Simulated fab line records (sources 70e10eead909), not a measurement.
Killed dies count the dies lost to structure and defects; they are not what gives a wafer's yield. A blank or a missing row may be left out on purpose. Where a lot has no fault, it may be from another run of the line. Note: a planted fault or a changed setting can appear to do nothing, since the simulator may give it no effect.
Which of the tools did it? / flow nand-harc / 6 lots (17 wafers sampled), 1 step of a 1302-step route

== WHAT EACH GAUGE READ, for each wafer ==
NHARC_A_SLIT_CD_MEAS_09 targets a cd of 300 nm.
lot=L401; measured=day 20 19:01; on=cd-sem-03; cd-nm (nm)=299.3 299.8 300.3
lot=L402; measured=day 20 23:20; on=cd-sem-03; cd-nm (nm)=299.6 300.3 300.5
lot=L403; measured=day 21 16:52; on=cd-sem-01; cd-nm (nm)=300.2 300.4 300.4
lot=L407; measured=day 23 21:15; on=cd-sem-01; cd-nm (nm)=300.7 301.0 300.1
lot=L411; measured=day 25 18:12; on=cd-sem-01; cd-nm (nm)=300.8 299.7
lot=L419; measured=day 28 18:28; on=cd-sem-03; cd-nm (nm)=300.0 300.2 301.0

== TOOL THAT RAN EACH LOT (tool first, then ch and the chambers of the sampled wafers, then the start) ==
The record holds no process step before these readings.

== THE ANSWER, worked out from the rows above alone ==
Rule: the lots themselves supply what counts as usual. The widest of any qualifying gaps counts: lots, ordered by their means at a reading, are off when they make up no more than a third of the lots, leave a main group of 4 or more, and stand apart from it by 3 or more times the standard deviation of that group's means. The tables above print the reading to a certain number of digits; a main group whose means all agree to those digits is not used. A lot without any number at a reading at which 4 lots or more have one is off too. The other lots that the step has rows for count as sound.
Across all readings shown, no lot is off: no conclusion can be drawn from this.

== WHAT THE SIMULATOR HAD INSERTED ==
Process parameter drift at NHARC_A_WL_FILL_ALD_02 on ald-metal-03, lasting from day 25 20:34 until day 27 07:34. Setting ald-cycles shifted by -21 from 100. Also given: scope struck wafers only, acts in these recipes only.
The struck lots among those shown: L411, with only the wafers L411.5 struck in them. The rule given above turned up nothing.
